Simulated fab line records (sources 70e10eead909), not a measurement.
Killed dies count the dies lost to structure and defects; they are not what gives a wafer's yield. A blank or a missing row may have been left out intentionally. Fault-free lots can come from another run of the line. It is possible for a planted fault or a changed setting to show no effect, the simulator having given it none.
Matching of chambers / flow nand_harc / 4 sister chambers for NHARC_P_M1_ETCH_35 on rie_diel-13
The step etches the open film in N2/H2, target depth 40 nm, overetch 12 nm, time 43.94 s. 20 wafers are shown with their chamber, then 10 later ones without.

WAFERS, EACH WITH ITS CHAMBER
wafer=L075.1; chamber=3; showerhead_plenum_p_Torr (Torr)=2.14; drypump_motor_current_A (A)=5.4; rf_vpp_V (V)=433.8
wafer=L075.2; chamber=1; showerhead_plenum_p_Torr (Torr)=2.00; drypump_motor_current_A (A)=5.1; rf_vpp_V (V)=429.9
wafer=L075.4; chamber=2; showerhead_plenum_p_Torr (Torr)=1.94; drypump_motor_current_A (A)=5.6; rf_vpp_V (V)=428.9
wafer=L083.1; chamber=3; showerhead_plenum_p_Torr (Torr)=2.14; drypump_motor_current_A (A)=5.4; rf_vpp_V (V)=433.8
wafer=L083.2; chamber=2; showerhead_plenum_p_Torr (Torr)=1.93; drypump_motor_current_A (A)=5.6; rf_vpp_V (V)=427.2
wafer=L083.6; chamber=1; showerhead_plenum_p_Torr (Torr)=2.00; drypump_motor_current_A (A)=5.1; rf_vpp_V (V)=429.2
wafer=L084.1; chamber=2; showerhead_plenum_p_Torr (Torr)=1.93; drypump_motor_current_A (A)=5.6; rf_vpp_V (V)=427.9
wafer=L084.3; chamber=0; showerhead_plenum_p_Torr (Torr)=1.94; drypump_motor_current_A (A)=6.3; rf_vpp_V (V)=428.1
wafer=L084.6; chamber=1; showerhead_plenum_p_Torr (Torr)=2.00; drypump_motor_current_A (A)=5.0; rf_vpp_V (V)=429.0
wafer=L085.1; chamber=3; showerhead_plenum_p_Torr (Torr)=2.14; drypump_motor_current_A (A)=5.4; rf_vpp_V (V)=433.7
wafer=L085.2; chamber=1; showerhead_plenum_p_Torr (Torr)=2.00; drypump_motor_current_A (A)=5.0; rf_vpp_V (V)=428.8
wafer=L085.5; chamber=2; showerhead_plenum_p_Torr (Torr)=1.93; drypump_motor_current_A (A)=5.6; rf_vpp_V (V)=428.6
wafer=L087.2; chamber=0; showerhead_plenum_p_Torr (Torr)=1.94; drypump_motor_current_A (A)=6.3; rf_vpp_V (V)=427.9
wafer=L087.3; chamber=1; showerhead_plenum_p_Torr (Torr)=2.00; drypump_motor_current_A (A)=5.0; rf_vpp_V (V)=429.2
wafer=L087.5; chamber=2; showerhead_plenum_p_Torr (Torr)=1.93; drypump_motor_current_A (A)=5.6; rf_vpp_V (V)=426.8
wafer=L089.2; chamber=0; showerhead_plenum_p_Torr (Torr)=1.94; drypump_motor_current_A (A)=6.3; rf_vpp_V (V)=428.0
wafer=L089.3; chamber=2; showerhead_plenum_p_Torr (Torr)=1.93; drypump_motor_current_A (A)=5.6; rf_vpp_V (V)=429.1
wafer=L089.4; chamber=1; showerhead_plenum_p_Torr (Torr)=2.00; drypump_motor_current_A (A)=5.1; rf_vpp_V (V)=429.2
wafer=L091.2; chamber=2; showerhead_plenum_p_Torr (Torr)=1.93; drypump_motor_current_A (A)=5.6; rf_vpp_V (V)=425.7
wafer=L091.4; chamber=3; showerhead_plenum_p_Torr (Torr)=2.14; drypump_motor_current_A (A)=5.4; rf_vpp_V (V)=434.2

SIGNATURES, as means of the wafers listed above
reading=showerhead_plenum_p_Torr; chamber 0=1.9400; chamber 1=2.0000; chamber 2=1.9314; chamber 3=2.1400; scatter within a chamber=0.00231
reading=drypump_motor_current_A; chamber 0=6.300; chamber 1=5.050; chamber 2=5.600; chamber 3=5.400; scatter within a chamber=0.0306
reading=rf_vpp_V; chamber 0=428.000; chamber 1=429.217; chamber 2=427.743; chamber 3=433.875; scatter within a chamber=0.797
Rule: for a wafer and a chamber, the distance is found by dividing, reading by reading, the gap between the wafer's reading and the chamber's mean by the reading's scatter, squaring, summing and taking the root. If the next closest chamber is less than 2 further off than the closest, the wafer can't be placed; otherwise it belongs to the closest. How the scatter is found: for the shown wafers, subtract from each reading the mean of its chamber, square and add these, divide the total by (wafers less chambers), then take the root.

WAFERS WHOSE CHAMBER IS MISSING
wafer=L091.5; showerhead_plenum_p_Torr (Torr)=2.14; drypump_motor_current_A (A)=5.4; rf_vpp_V (V)=434.2
wafer=L092.1; showerhead_plenum_p_Torr (Torr)=2.00; drypump_motor_current_A (A)=5.1; rf_vpp_V (V)=428.1
wafer=L092.3; showerhead_plenum_p_Torr (Torr)=2.14; drypump_motor_current_A (A)=5.4; rf_vpp_V (V)=434.2
wafer=L092.6; showerhead_plenum_p_Torr (Torr)=2.14; drypump_motor_current_A (A)=5.4; rf_vpp_V (V)=434.6
wafer=L097.1; showerhead_plenum_p_Torr (Torr)=2.00; drypump_motor_current_A (A)=5.1; rf_vpp_V (V)=429.8
wafer=L097.4; showerhead_plenum_p_Torr (Torr)=2.13; drypump_motor_current_A (A)=5.4; rf_vpp_V (V)=433.3
wafer=L097.5; showerhead_plenum_p_Torr (Torr)=1.93; drypump_motor_current_A (A)=5.5; rf_vpp_V (V)=427.1
wafer=L096.2; showerhead_plenum_p_Torr (Torr)=1.93; drypump_motor_current_A (A)=5.6; rf_vpp_V (V)=428.2
wafer=L096.5; showerhead_plenum_p_Torr (Torr)=2.00; drypump_motor_current_A (A)=5.1; rf_vpp_V (V)=428.5
wafer=L096.6; showerhead_plenum_p_Torr (Torr)=1.94; drypump_motor_current_A (A)=6.3; rf_vpp_V (V)=428.2

WHICH CHAMBER EACH WENT THROUGH
wafer=L091.5; from the rows above=3; in truth=3
wafer=L092.1; from the rows above=1; in truth=1
wafer=L092.3; from the rows above=3; in truth=3
wafer=L092.6; from the rows above=3; in truth=3
wafer=L097.1; from the rows above=1; in truth=1
wafer=L097.4; from the rows above=3; in truth=3
wafer=L097.5; from the rows above=2; in truth=2
wafer=L096.2; from the rows above=2; in truth=2
wafer=L096.5; from the rows above=1; in truth=1
wafer=L096.6; from the rows above=0; in truth=0
Correct placement for 10 of the 10. Not placeable from these rows: 0. Wrongly placed: 0.
